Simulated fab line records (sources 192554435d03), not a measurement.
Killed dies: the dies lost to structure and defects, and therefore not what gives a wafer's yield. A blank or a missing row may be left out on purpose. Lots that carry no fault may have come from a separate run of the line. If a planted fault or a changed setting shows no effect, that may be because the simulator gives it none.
fab line records	flow n5_finfet
record lots=24	wafers=72	last_day=17
route steps=1938 shown BEOL_M10@1522 BEOL_M11@1539
lots with no fault: from the same line, run without faults
start_h: the number of hours between the record's first day and the start of the first shown wafer of the lot	wait_h: time in hours since the lot's previous step	" as in the row above	L1.1+2: several wafers, shown together as one row	- either no value or no given start	* or withheld: withheld	< > ~ a bound
route shown NAME@n: a module of which the file shows steps, and the number in the route of the first	usual: average and standard deviation across the fault-free wafers	same: alike in all rows	chamber/n: place in a boat	sites: each site's reading	_std_site: standard deviation of those values	_edge_site: inner sites' mean taken away from outer sites' mean	radius_mm: for every site, how far away it sits from the centre of the wafer	mask NAME#n: copy n	behind: the tool/chamber that last shaped the wafer	hold: cause of the lot's hold/its duration in hours/its outcome	device: names the non-switching transistor (n, p or np)	end of line: tests of these same wafers at the route's end	step lacking rows: just its recipe	killed: the dies lost at the first sort to structure and to defects; this is not the yield of the wafer	map: a wafer's dies, marking killed ones x, the rest . and places with no die _
set.NAME: the setting as run; set.NAME@STEP: as run at that earlier step	model.NAME: the simulator's own value behind a step, which no gauge read
route steps across a sampled set of lots; one table per step, one row per wafer
services: the hour from which a tool's chamber was out of use, counted from the record's first day as start_h (under 0 if before that day), plus the number of hours and why
## steps
# step N5_BEOL_M10_DEGAS_44
# recipe ambient=vacuum	temp_c=250	time_s=60
# usual heater_power_w=326/37
lot.wafer	tool	chamber	start_h	wait_h	heater_power_w
L074.2	pvd_sputter-02	-	235.93	0.6	331
L074.5	"	-	"	"	323
L074.6	"	-	"	"	286
L076.1	pvd_sputter-03	-	237.88	1.7	411
L076.4	"	-	"	"	335
L076.6	"	-	"	"	407
L075.2	pvd_sputter-02	-	251.35	0.2	324
L075.5	"	-	"	"	289
L075.6	"	-	"	"	323
L077.1	pvd_sputter-02	-	251.49	0.3	318
L077.4	"	-	"	"	289
L077.5	"	-	"	"	323
L078.1	pvd_sputter-01	-	252.18	0.5	290
L078.2	"	-	"	"	275
L078.3	"	-	"	"	294
L079.2	pvd_sputter-02	-	258.70	0.3	323
L079.4	"	-	"	"	315
L079.6	"	-	"	"	348
L080.2	pvd_sputter-02	-	259.28	0.2	320
L080.4	"	-	"	"	342
L080.5	"	-	"	"	325
L082.1	pvd_sputter-01	-	267.75	0.6	286
L082.4	"	-	"	"	294
L082.5	"	-	"	"	287
L083.1	pvd_sputter-01	-	277.67	0.6	290
L083.4	"	-	"	"	282
L083.5	"	-	"	"	292
L081.1	pvd_sputter-03	-	277.85	0.3	379
L081.4	"	-	"	"	345
L081.5	"	-	"	"	326
L084.1	pvd_sputter-01	-	286.22	0.5	290
L084.2	"	-	"	"	290
L084.5	"	-	"	"	281
L085.3	pvd_sputter-03	-	300.03	0.4	329
L085.4	"	-	"	"	402
L085.5	"	-	"	"	336
L087.1	pvd_sputter-02	-	309.86	0.3	286
L087.4	"	-	"	"	337
L087.6	"	-	"	"	282
L086.3	pvd_sputter-03	-	310.37	0.2	330
L086.4	"	-	"	"	383
L086.6	"	-	"	"	333
L089.2	pvd_sputter-02	-	316.91	1.1	335
L089.4	"	-	"	"	289
L089.6	"	-	"	"	332
L088.1	pvd_sputter-01	-	317.44	0.3	279
L088.4	"	-	"	"	362
L088.5	"	-	"	"	290
L090.2	pvd_sputter-03	-	317.67	0.2	339
L090.3	"	-	"	"	332
L090.6	"	-	"	"	410
L091.1	pvd_sputter-03	-	319.62	0.4	338
L091.3	"	-	"	"	333
L091.6	"	-	"	"	329
L092.2	pvd_sputter-01	-	327.50	0.3	271
L092.4	"	-	"	"	302
L092.5	"	-	"	"	295
L093.2	pvd_sputter-02	-	350.06	1.3	287
L093.3	"	-	"	"	319
L093.5	"	-	"	"	284
L095.1	pvd_sputter-02	-	350.14	1.4	327
L095.3	"	-	"	"	282
L095.6	"	-	"	"	325
L096.2	pvd_sputter-01	-	357.50	0.5	283
L096.3	"	-	"	"	296
L096.5	"	-	"	"	290
L094.1	pvd_sputter-02	-	359.45	0.3	353
L094.4	"	-	"	"	321
L094.5	"	-	"	"	287
L097.1	pvd_sputter-02	-	366.29	0.4	337
L097.2	"	-	"	"	329
L097.3	"	-	"	"	283
# step N5_BEOL_M10_INSPECT_58
# recipe inspect_instrument=darkfield	mode=post_dep
# usual raw_defect_count=72/25
lot.wafer	tool	chamber	start_h	wait_h	raw_defect_count
L074.2	defect_inspect-02	-	237.59	0.0	73
L074.5	"	-	"	"	81
L074.6	"	-	"	"	90
L076.1	defect_inspect-01	-	239.57	0.0	42
L076.4	"	-	"	"	35
L076.6	"	-	"	"	48
L075.2	defect_inspect-02	-	253.08	0.0	55
L075.5	"	-	"	"	66
L075.6	"	-	"	"	96
L077.1	defect_inspect-02	-	253.25	0.0	62
L077.4	"	-	"	"	57
L077.5	"	-	"	"	91
L078.1	defect_inspect-02	-	254.43	0.0	67
L078.2	"	-	"	"	53
L078.3	"	-	"	"	66
L079.2	defect_inspect-01	-	260.40	0.0	125
L079.4	"	-	"	"	35
L079.6	"	-	"	"	92
L080.2	defect_inspect-01	-	261.61	0.0	64
L080.4	"	-	"	"	61
L080.5	"	-	"	"	83
L082.1	defect_inspect-02	-	269.51	0.0	89
L082.4	"	-	"	"	73
L082.5	"	-	"	"	52
L083.1	defect_inspect-02	-	279.71	0.0	58
L083.4	"	-	"	"	61
L083.5	"	-	"	"	100
L081.1	defect_inspect-02	-	279.99	0.0	86
L081.4	"	-	"	"	78
L081.5	"	-	"	"	98
L084.1	defect_inspect-01	-	288.09	0.0	62
L084.2	"	-	"	"	80
L084.5	"	-	"	"	61
L085.3	defect_inspect-01	-	302.07	0.0	46
L085.4	"	-	"	"	53
L085.5	"	-	"	"	52
L087.1	defect_inspect-01	-	312.34	0.0	55
L087.4	"	-	"	"	123
L087.6	"	-	"	"	104
L086.3	defect_inspect-01	-	312.61	0.0	84
L086.4	"	-	"	"	51
L086.6	"	-	"	"	50
L089.2	defect_inspect-01	-	318.79	0.0	40
L089.4	"	-	"	"	45
L089.6	"	-	"	"	75
L088.1	defect_inspect-01	-	319.25	0.0	60
L088.4	"	-	"	"	56
L088.5	"	-	"	"	37
L090.2	defect_inspect-01	-	320.00	0.0	58
L090.3	"	-	"	"	72
L090.6	"	-	"	"	37
L091.1	defect_inspect-01	-	322.90	0.0	106
L091.3	"	-	"	"	161
L091.6	"	-	"	"	116
L092.2	defect_inspect-02	-	329.38	0.0	85
L092.4	"	-	"	"	55
L092.5	"	-	"	"	69
L093.2	defect_inspect-01	-	351.72	0.0	69
L093.3	"	-	"	"	64
L093.5	"	-	"	"	42
L095.1	defect_inspect-01	-	352.89	0.0	76
L095.3	"	-	"	"	158
L095.6	"	-	"	"	118
L096.2	defect_inspect-01	-	359.32	0.0	87
L096.3	"	-	"	"	45
L096.5	"	-	"	"	96
L094.1	defect_inspect-01	-	361.12	0.0	89
L094.4	"	-	"	"	131
L094.5	"	-	"	"	85
L097.1	defect_inspect-02	-	368.25	0.0	71
L097.2	"	-	"	"	102
L097.3	"	-	"	"	66
# step N5_BEOL_M11_PECVD_70
# recipe material=SiO2	target_thk_a=200	temp_c=400	precursor=TEOS/O2	pressure_torr=5.5	rf_w=450	teos_flow_sccm=53.8	gas=O2	flow_sccm=3000	time_s=22.7
# usual heater_power_w=669/79	showerhead_plenum_p_Torr=8.78/0.092	throttle_valve_pct=22.4/1.5
lot.wafer	tool	chamber	start_h	wait_h	heater_power_w	showerhead_plenum_p_Torr	since_wet_clean_h	throttle_valve_pct
L074.2	pecvd-03	2	238.29	0.0	555	8.79	369	20.9
L074.5	"	0	"	"	778	8.88	-	21.8
L074.6	"	1	"	"	607	8.83	-	20.6
L076.1	pecvd-04	0	240.24	0.0	643	8.67	944	25.2
L076.4	"	1	"	"	790	8.91	-	21.9
L076.6	"	2	"	"	588	8.72	-	22.0
L075.2	pecvd-02	0	253.75	0.0	754	8.78	1320	24.0
L075.5	"	1	"	"	621	8.73	-	22.2
L075.6	"	0	"	"	739	8.78	-	24.1
L077.1	pecvd-03	2	253.91	0.0	604	8.79	385	21.3
L077.4	"	1	"	"	557	8.81	-	20.5
L077.5	"	2	"	"	606	8.78	-	21.0
L078.1	pecvd-03	1	255.11	0.0	589	8.80	1865	20.4
L078.2	"	2	"	"	534	8.79	386	21.1
L078.3	"	0	"	"	767	8.89	1140	22.0
L079.2	pecvd-04	2	261.07	0.0	653	8.71	211	21.9
L079.4	"	1	"	"	796	8.90	-	22.2
L079.6	"	0	"	"	690	8.69	-	25.4
L080.2	pecvd-02	2	262.28	0.0	729	8.60	575	21.7
L080.4	"	2	"	"	713	8.59	-	21.6
L080.5	"	1	"	"	714	8.76	-	22.0
L082.1	pecvd-04	0	270.18	0.0	618	8.72	974	25.0
L082.4	"	0	"	"	617	8.72	-	25.3
L082.5	"	2	"	"	629	8.70	-	21.7
L083.1	pecvd-04	1	280.38	0.0	721	8.94	1709	21.7
L083.4	"	0	"	"	596	8.70	-	25.4
L083.5	"	1	"	"	698	8.92	-	22.0
L081.1	pecvd-03	1	280.75	0.0	510	8.82	1891	20.5
L081.4	"	1	"	"	514	8.82	-	20.4
L081.5	"	0	"	"	779	8.88	-	22.0
L084.1	pecvd-04	1	288.76	0.0	765	8.94	1718	22.3
L084.2	"	2	"	"	620	8.70	239	21.9
L084.5	"	0	"	"	682	8.71	-	25.2
L085.3	pecvd-03	2	302.75	0.0	592	8.80	434	21.0
L085.4	"	0	"	"	775	8.88	-	21.9
L085.5	"	1	"	"	586	8.84	-	20.6
L087.1	pecvd-04	0	313.00	0.0	723	8.72	1017	25.3
L087.4	"	2	"	"	598	8.70	-	22.3
L087.6	"	0	"	"	699	8.73	-	25.5
L086.3	pecvd-04	2	313.27	0.0	650	8.71	263	22.0
L086.4	"	0	"	"	642	8.71	-	25.5
L086.6	"	2	"	"	668	8.71	-	22.0
L089.2	pecvd-04	1	319.46	0.0	757	8.93	1748	22.3
L089.4	"	2	"	"	571	8.72	-	22.1
L089.6	"	1	"	"	756	8.93	-	22.2
L088.1	pecvd-02	2	320.40	0.0	606	8.61	633	21.4
L088.4	"	0	"	"	779	8.80	-	23.9
L088.5	"	2	"	"	598	8.62	-	21.5
L090.2	pecvd-03	0	320.84	0.0	744	8.86	1206	21.8
L090.3	"	1	"	"	524	8.82	1931	20.5
L090.6	"	2	"	"	645	8.79	-	21.4
L091.1	pecvd-04	0	323.56	0.0	704	8.72	1027	25.4
L091.3	"	1	"	"	659	8.92	1752	22.0
L091.6	"	0	"	"	695	8.69	-	25.5
L092.2	pecvd-02	2	330.06	0.0	752	8.59	642	21.7
L092.4	"	0	"	"	767	8.79	-	24.2
L092.5	"	2	"	"	739	8.61	-	21.7
L093.2	pecvd-03	0	352.38	0.0	746	8.87	1238	21.7
L093.3	"	1	"	"	608	8.79	1963	20.2
L093.5	"	1	"	"	621	8.82	-	20.4
L095.1	pecvd-04	2	353.55	0.0	617	8.72	303	22.0
L095.3	"	1	"	"	685	8.92	1782	22.1
L095.6	"	0	"	"	674	8.71	-	25.5
L096.2	pecvd-02	1	360.14	0.0	575	8.76	2152	22.1
L096.3	"	0	"	"	743	8.81	1427	24.1
L096.5	"	0	"	"	743	8.79	-	23.8
L094.1	pecvd-04	1	361.79	0.0	771	8.93	1791	22.3
L094.4	"	0	"	"	668	8.71	-	25.2
L094.5	"	2	"	"	649	8.73	-	22.0
L097.1	pecvd-02	2	368.92	0.0	745	8.61	681	21.7
L097.2	"	1	"	"	632	8.78	2160	22.0
L097.3	"	0	"	"	648	8.79	1435	24.0
# step N5_BEOL_M11_ETCH_62
# recipe chemistry=N2/H2	target=SOC	target_depth_a=1100	overetch_a=220	mask_material=SiARC	temp_c=40	time_s=165	ion_energy_ev=200	pressure_mtorr=30	source_w=840	bias_w=150	n2_flow_sccm=200	h2_flow_sccm=200
# usual drypump_motor_current_A=5.9/0.37	oes_product_au=0.66/0.067	rf_vpp_V=523/3	showerhead_plenum_p_Torr=2.51/0.11	throttle_valve_pct=17.78/0.27
lot.wafer	tool	chamber	start_h	wait_h	drypump_motor_current_A	oes_product_au	rf_hours_counter_h	rf_vpp_V	showerhead_plenum_p_Torr	throttle_valve_pct
L074.2	rie_diel-06	3	239.74	0.0	6.4	0.76	27	522	2.49	17.33
L074.5	"	2	"	"	5.6	0.62	-	525	2.66	17.86
L074.6	"	3	"	"	6.5	0.76	-	525	2.49	17.36
L076.1	rie_diel-06	1	244.09	0.0	5.7	0.60	234	520	2.40	18.12
L076.4	"	2	"	"	5.6	0.63	168	527	2.66	17.86
L076.6	"	2	"	"	5.6	0.63	-	526	2.66	17.85
L075.2	rie_diel-06	0	255.96	0.0	6.3	0.73	68	524	2.57	17.82
L075.5	"	1	"	"	5.7	0.59	-	521	2.40	18.12
L075.6	"	0	"	"	6.3	0.73	-	525	2.57	17.83
L077.1	rie_diel-02	1	256.19	0.1	6.0	0.58	223	520	2.37	17.73
L077.4	"	3	"	"	6.2	0.68	-	522	2.44	17.57
L077.5	"	3	"	"	6.2	0.69	-	522	2.44	17.58
L078.1	rie_diel-02	1	256.57	0.1	6.0	0.58	223	521	2.37	17.73
L078.2	"	3	"	"	6.2	0.68	99	523	2.44	17.57
L078.3	"	3	"	"	6.2	0.68	-	521	2.44	17.56
L079.2	rie_diel-06	2	263.78	0.0	5.6	0.62	174	524	2.66	17.87
L079.4	"	3	"	"	6.5	0.75	35	523	2.49	17.34
L079.6	"	1	"	"	5.8	0.59	-	519	2.40	18.13
L080.2	rie_diel-06	3	264.35	0.0	6.4	0.76	35	522	2.49	17.35
L080.4	"	2	"	"	5.6	0.62	175	526	2.66	17.88
L080.5	"	2	"	"	5.6	0.62	-	526	2.66	17.86
L082.1	rie_diel-06	1	273.41	0.0	5.8	0.59	246	521	2.40	18.16
L082.4	"	0	"	"	6.3	0.72	77	526	2.57	17.85
L082.5	"	2	"	"	5.6	0.61	-	527	2.66	17.89
L083.1	rie_diel-06	0	281.21	0.0	6.3	0.71	79	526	2.57	17.85
L083.4	"	2	"	"	5.6	0.62	179	527	2.65	17.87
L083.5	"	2	"	"	5.6	0.62	-	525	2.65	17.88
L081.1	rie_diel-06	0	281.46	0.0	6.3	0.72	79	526	2.57	17.85
L081.4	"	1	"	"	5.8	0.58	248	518	2.39	18.15
L081.5	"	1	"	"	5.8	0.58	-	521	2.39	18.15
L084.1	rie_diel-02	3	291.14	0.0	6.2	0.67	108	522	2.44	17.60
L084.2	"	0	"	"	5.2	0.62	184	523	2.51	17.72
L084.5	"	3	"	"	6.2	0.68	-	521	2.44	17.59
L085.3	rie_diel-02	0	304.38	0.0	5.2	0.61	191	523	2.50	17.73
L085.4	"	1	"	"	6.0	0.56	-	519	2.37	17.76
L085.5	"	0	"	"	5.3	0.61	-	523	2.51	17.71
L087.1	rie_diel-02	2	315.09	0.0	5.7	0.70	82	528	2.70	17.99
L087.4	"	3	"	"	6.2	0.66	119	524	2.43	17.61
L087.6	"	2	"	"	5.7	0.69	-	528	2.70	18.02
L086.3	rie_diel-05	0	315.10	0.0	5.5	0.70	92	523	2.45	17.37
L086.4	"	2	"	"	6.0	0.63	175	518	2.33	17.66
L086.6	"	2	"	"	6.0	0.62	-	520	2.33	17.67
L089.2	rie_diel-06	3	320.19	0.0	6.5	0.72	59	523	2.48	17.38
L089.4	"	0	"	"	6.3	0.70	95	524	2.56	17.88
L089.6	"	3	"	"	6.5	0.73	-	524	2.48	17.37
L088.1	rie_diel-05	3	322.76	0.0	6.0	0.63	194	527	2.63	18.22
L088.4	"	2	"	"	6.0	0.62	177	518	2.33	17.66
L088.5	"	1	"	"	5.5	0.57	-	520	2.39	18.40
L090.2	rie_diel-05	2	323.01	0.0	6.0	0.62	177	518	2.33	17.68
L090.3	"	3	"	"	5.9	0.63	194	526	2.63	18.21
L090.6	"	2	"	"	6.0	0.62	-	518	2.33	17.66
L091.1	rie_diel-02	2	327.66	0.0	5.7	0.70	86	527	2.69	18.02
L091.3	"	0	"	"	5.3	0.60	198	525	2.50	17.74
L091.6	"	0	"	"	5.2	0.61	-	525	2.50	17.73
L092.2	rie_diel-06	1	331.90	0.0	5.7	0.80	10	530	2.71	17.62
L092.4	"	2	"	"	5.6	0.61	194	527	2.65	17.90
L092.5	"	0	"	"	6.3	0.70	-	526	2.56	17.90
L093.2	rie_diel-02	3	357.56	0.0	6.2	0.65	132	520	2.43	17.64
L093.3	"	0	"	"	5.2	0.60	208	523	2.50	17.74
L093.5	"	2	"	"	5.7	0.68	-	528	2.69	18.03
L095.1	rie_diel-05	2	357.69	0.0	6.0	0.61	189	517	2.33	17.68
L095.3	"	1	"	"	5.5	0.83	1	529	2.71	17.90
L095.6	"	0	"	"	5.5	0.69	-	520	2.45	17.41
L096.2	rie_diel-06	0	361.82	0.0	6.3	0.70	107	523	2.56	17.90
L096.3	"	2	"	"	5.6	0.61	203	526	2.64	17.92
L096.5	"	2	"	"	5.6	0.61	-	525	2.64	17.94
L094.1	rie_diel-05	1	363.65	0.0	5.5	0.82	4	529	2.71	17.92
L094.4	"	3	"	"	5.9	0.62	208	526	2.63	18.23
L094.5	"	0	"	"	5.5	0.68	-	520	2.45	17.40
L097.1	rie_diel-02	3	369.81	0.0	6.2	0.65	136	521	2.42	17.64
L097.2	"	1	"	"	6.0	0.81	5	527	2.68	17.43
L097.3	"	0	"	"	5.2	0.61	212	523	2.50	17.75
# step N5_BEOL_M11_STRIP_67
# recipe chemistry=CF4	resist=SiARC	power_w=300	bias_power_w=75	pressure_mtorr=50	cf4_flow_sccm=150	rf_frequency_hz=6e+07
# usual bias_power_w=75.02/0.21	drypump_motor_current_A=5.9/0.36	oes_product_au=0.78/0.08	rf_vpp_V=270.8/1.7	showerhead_plenum_p_Torr=1.78/0.074	throttle_valve_pct=13.56/0.3
lot.wafer	tool	chamber	start_h	wait_h	bias_power_w	drypump_motor_current_A	oes_product_au	rf_hours_counter_h	rf_vpp_V	showerhead_plenum_p_Torr	throttle_valve_pct
L074.2	rie_diel-06	3	239.88	0.0	74.99	6.4	0.91	27	269.4	1.75	12.96
L074.5	"	2	"	"	75.02	5.6	0.74	-	271.8	1.87	13.50
L074.6	"	3	"	"	75.12	6.5	0.91	-	269.1	1.75	12.97
L076.1	rie_diel-06	1	244.23	0.0	75.15	5.7	0.70	234	270.5	1.71	13.95
L076.4	"	2	"	"	75.12	5.6	0.74	168	271.5	1.87	13.51
L076.6	"	2	"	"	75.11	5.6	0.74	-	272.8	1.87	13.53
L075.2	rie_diel-06	0	256.10	0.0	74.96	6.3	0.86	68	271.5	1.80	13.51
L075.5	"	1	"	"	75.19	5.8	0.70	-	268.1	1.71	13.96
L075.6	"	0	"	"	75.03	6.3	0.86	-	272.0	1.80	13.50
L077.1	rie_diel-02	1	256.41	0.0	74.75	6.0	0.68	223	268.4	1.71	13.74
L077.4	"	3	"	"	75.25	6.2	0.80	-	269.7	1.74	13.40
L077.5	"	3	"	"	75.00	6.2	0.80	-	270.2	1.74	13.40
L078.1	rie_diel-02	1	256.79	0.0	75.14	6.0	0.69	223	269.0	1.71	13.75
L078.2	"	3	"	"	75.02	6.2	0.81	99	270.3	1.74	13.40
L078.3	"	3	"	"	75.32	6.2	0.80	-	271.2	1.74	13.39
L079.2	rie_diel-06	2	263.93	0.0	74.86	5.6	0.73	174	272.8	1.87	13.54
L079.4	"	3	"	"	75.20	6.4	0.89	35	270.7	1.75	13.00
L079.6	"	1	"	"	75.39	5.7	0.70	-	268.7	1.71	13.97
L080.2	rie_diel-06	3	264.49	0.0	75.31	6.4	0.88	35	269.3	1.75	12.99
L080.4	"	2	"	"	74.79	5.6	0.73	175	272.7	1.87	13.53
L080.5	"	2	"	"	75.06	5.6	0.73	-	271.5	1.87	13.52
L082.1	rie_diel-06	1	273.55	0.0	74.33	5.7	0.70	246	269.4	1.70	13.99
L082.4	"	0	"	"	74.98	6.3	0.85	77	271.2	1.80	13.51
L082.5	"	2	"	"	75.11	5.6	0.73	-	273.5	1.87	13.53
L083.1	rie_diel-06	0	281.36	0.0	74.79	6.3	0.85	79	271.3	1.80	13.52
L083.4	"	2	"	"	75.05	5.6	0.72	179	272.3	1.87	13.56
L083.5	"	2	"	"	75.23	5.6	0.72	-	271.0	1.87	13.54
L081.1	rie_diel-06	0	281.61	0.0	75.22	6.3	0.85	79	272.0	1.80	13.52
L081.4	"	1	"	"	75.26	5.8	0.70	249	269.1	1.70	13.97
L081.5	"	1	"	"	74.76	5.8	0.70	-	269.5	1.70	13.98
L084.1	rie_diel-02	3	291.29	0.0	74.97	6.2	0.79	108	270.1	1.74	13.42
L084.2	"	0	"	"	74.98	5.3	0.73	184	272.1	1.80	13.78
L084.5	"	3	"	"	74.65	6.2	0.79	-	270.2	1.74	13.42
L085.3	rie_diel-02	0	304.53	0.0	74.72	5.2	0.72	191	271.1	1.80	13.80
L085.4	"	1	"	"	74.88	6.0	0.67	-	270.2	1.71	13.78
L085.5	"	0	"	"	74.68	5.2	0.72	-	269.6	1.80	13.75
L087.1	rie_diel-02	2	315.23	0.0	75.27	5.7	0.82	82	273.6	1.88	13.63
L087.4	"	3	"	"	75.22	6.2	0.78	119	268.6	1.74	13.46
L087.6	"	2	"	"	75.11	5.7	0.83	-	273.4	1.89	13.61
L086.3	rie_diel-05	0	315.25	0.0	75.54	5.5	0.83	92	269.9	1.75	13.26
L086.4	"	2	"	"	74.81	6.0	0.74	175	269.7	1.64	13.37
L086.6	"	2	"	"	74.67	6.0	0.73	-	268.0	1.64	13.37
L089.2	rie_diel-06	3	320.33	0.0	75.27	6.4	0.86	59	270.0	1.74	13.05
L089.4	"	0	"	"	74.85	6.3	0.83	95	272.4	1.79	13.55
L089.6	"	3	"	"	75.15	6.4	0.86	-	270.6	1.74	13.06
L088.1	rie_diel-05	3	322.91	0.0	74.90	6.0	0.74	194	272.4	1.86	14.04
L088.4	"	2	"	"	75.29	6.0	0.73	177	268.0	1.64	13.37
L088.5	"	1	"	"	74.88	5.5	0.67	-	269.6	1.69	14.08
L090.2	rie_diel-05	2	323.16	0.0	74.99	6.0	0.73	178	267.1	1.64	13.36
L090.3	"	3	"	"	75.15	5.9	0.74	194	272.6	1.86	14.05
L090.6	"	2	"	"	75.02	6.0	0.73	-	268.9	1.64	13.35
L091.1	rie_diel-02	2	327.81	0.0	75.44	5.7	0.82	86	273.5	1.88	13.62
L091.3	"	0	"	"	75.08	5.3	0.72	198	271.2	1.80	13.79
L091.6	"	0	"	"	74.87	5.2	0.72	-	270.7	1.80	13.80
L092.2	rie_diel-06	1	332.05	0.0	74.98	5.8	0.95	10	273.2	1.91	13.41
L092.4	"	2	"	"	75.17	5.6	0.72	194	273.7	1.87	13.57
L092.5	"	0	"	"	74.97	6.3	0.83	-	271.6	1.79	13.56
L093.2	rie_diel-02	3	357.71	0.0	75.07	6.2	0.77	132	269.8	1.73	13.46
L093.3	"	0	"	"	74.78	5.2	0.71	208	271.7	1.80	13.80
L093.5	"	2	"	"	74.88	5.6	0.81	-	274.0	1.88	13.64
L095.1	rie_diel-05	2	357.83	0.0	74.94	6.0	0.72	189	268.3	1.63	13.39
L095.3	"	1	"	"	75.02	5.5	0.98	1	272.9	1.90	13.49
L095.6	"	0	"	"	75.24	5.5	0.81	-	270.1	1.75	13.34
L096.2	rie_diel-06	0	361.96	0.0	74.94	6.3	0.81	107	271.2	1.79	13.60
L096.3	"	2	"	"	74.81	5.6	0.70	203	272.1	1.86	13.60
L096.5	"	2	"	"	74.81	5.6	0.71	-	271.9	1.86	13.58
L094.1	rie_diel-05	1	363.80	0.0	74.73	5.5	0.96	4	273.4	1.90	13.48
L094.4	"	3	"	"	74.99	5.9	0.73	208	271.5	1.86	14.08
L094.5	"	0	"	"	74.86	5.5	0.82	-	270.7	1.75	13.32
L097.1	rie_diel-02	3	369.96	0.0	75.14	6.2	0.77	136	270.4	1.73	13.49
L097.2	"	1	"	"	75.15	6.0	0.96	5	273.9	1.91	13.29
L097.3	"	0	"	"	74.98	5.3	0.71	212	271.4	1.80	13.82
# step N5_BEOL_M11_INSPECT_30
# recipe mode=adi	inspect_instrument=brightfield
# usual raw_defect_count=418/95
lot.wafer	tool	chamber	start_h	wait_h	raw_defect_count
L074.2	defect_inspect-02	-	242.90	0.0	450
L074.5	"	-	"	"	409
L074.6	"	-	"	"	466
L076.1	defect_inspect-01	-	245.12	0.0	292
L076.4	"	-	"	"	287
L076.6	"	-	"	"	328
L075.2	defect_inspect-02	-	257.44	0.0	414
L075.5	"	-	"	"	354
L075.6	"	-	"	"	535
L077.1	defect_inspect-02	-	257.51	0.0	444
L077.4	"	-	"	"	490
L077.5	"	-	"	"	397
L078.1	defect_inspect-01	-	257.52	0.0	348
L078.2	"	-	"	"	306
L078.3	"	-	"	"	436
L079.2	defect_inspect-01	-	267.45	0.0	415
L079.4	"	-	"	"	306
L079.6	"	-	"	"	354
L080.2	defect_inspect-01	-	267.62	0.0	530
L080.4	"	-	"	"	453
L080.5	"	-	"	"	464
L082.1	defect_inspect-01	-	276.33	0.0	398
L082.4	"	-	"	"	507
L082.5	"	-	"	"	369
L083.1	defect_inspect-01	-	284.98	0.0	239
L083.4	"	-	"	"	312
L083.5	"	-	"	"	338
L081.1	defect_inspect-01	-	285.20	0.0	324
L081.4	"	-	"	"	346
L081.5	"	-	"	"	352
L084.1	defect_inspect-01	-	291.94	0.0	433
L084.2	"	-	"	"	469
L084.5	"	-	"	"	564
L085.3	defect_inspect-02	-	308.72	0.0	331
L085.4	"	-	"	"	323
L085.5	"	-	"	"	397
L087.1	defect_inspect-01	-	316.41	0.0	321
L087.4	"	-	"	"	322
L087.6	"	-	"	"	404
L086.3	defect_inspect-02	-	316.45	0.0	528
L086.4	"	-	"	"	424
L086.6	"	-	"	"	451
L089.2	defect_inspect-01	-	321.52	0.0	399
L089.4	"	-	"	"	416
L089.6	"	-	"	"	356
L088.1	defect_inspect-01	-	326.25	0.0	378
L088.4	"	-	"	"	313
L088.5	"	-	"	"	324
L090.2	defect_inspect-02	-	326.42	0.0	335
L090.3	"	-	"	"	477
L090.6	"	-	"	"	363
L091.1	defect_inspect-01	-	328.39	0.0	438
L091.3	"	-	"	"	586
L091.6	"	-	"	"	586
L092.2	defect_inspect-02	-	335.47	0.0	370
L092.4	"	-	"	"	433
L092.5	"	-	"	"	345
L093.2	defect_inspect-01	-	358.46	0.0	464
L093.3	"	-	"	"	498
L093.5	"	-	"	"	356
L095.1	defect_inspect-02	-	358.63	0.0	423
L095.3	"	-	"	"	566
L095.6	"	-	"	"	589
L096.2	defect_inspect-01	-	362.64	0.0	584
L096.3	"	-	"	"	426
L096.5	"	-	"	"	490
L094.1	defect_inspect-01	-	365.11	0.0	403
L094.4	"	-	"	"	399
L094.5	"	-	"	"	427
L097.1	defect_inspect-01	-	370.94	0.0	592
L097.2	"	-	"	"	716
L097.3	"	-	"	"	449
## services
tool	chamber	start_h	hours	kind
pecvd-02	1	221.97	20.4	repair
rie_diel-02	2	230.43	75.0	repair
rie_diel-02	-	257.21	15.6	pm
rie_diel-05	0	261.54	19.9	repair
pecvd-03	0	262.05	7.4	repair
rie_diel-06	2	264.89	6.7	repair
pecvd-03	2	266.43	2.0	repair
rie_diel-02	0	278.05	4.4	repair
rie_diel-06	1	287.76	-	clean
rie_diel-06	1	287.76	-	consumable_replace:focus_ring
rie_diel-06	1	287.76	-	consumable_replace:showerhead
rie_diel-06	1	287.76	16.5	scheduled_down
rie_diel-06	1	287.76	16.5	vent_cycle
rie_diel-05	-	298.29	4.3	pm
pecvd-04	-	303.32	1.0	repair
rie_diel-06	2	307.35	1.8	repair
rie_diel-06	2	309.34	9.4	repair
pecvd-04	-	319.57	2.8	pm
rie_diel-02	1	337.28	-	clean
pecvd-03	-	341.62	1.6	repair
rie_diel-02	3	348.17	1.7	repair
rie_diel-06	3	351.73	3.7	repair
pecvd-03	0	363.38	14.3	repair
rie_diel-05	0	365.05	20.0	repair
## key
fault none
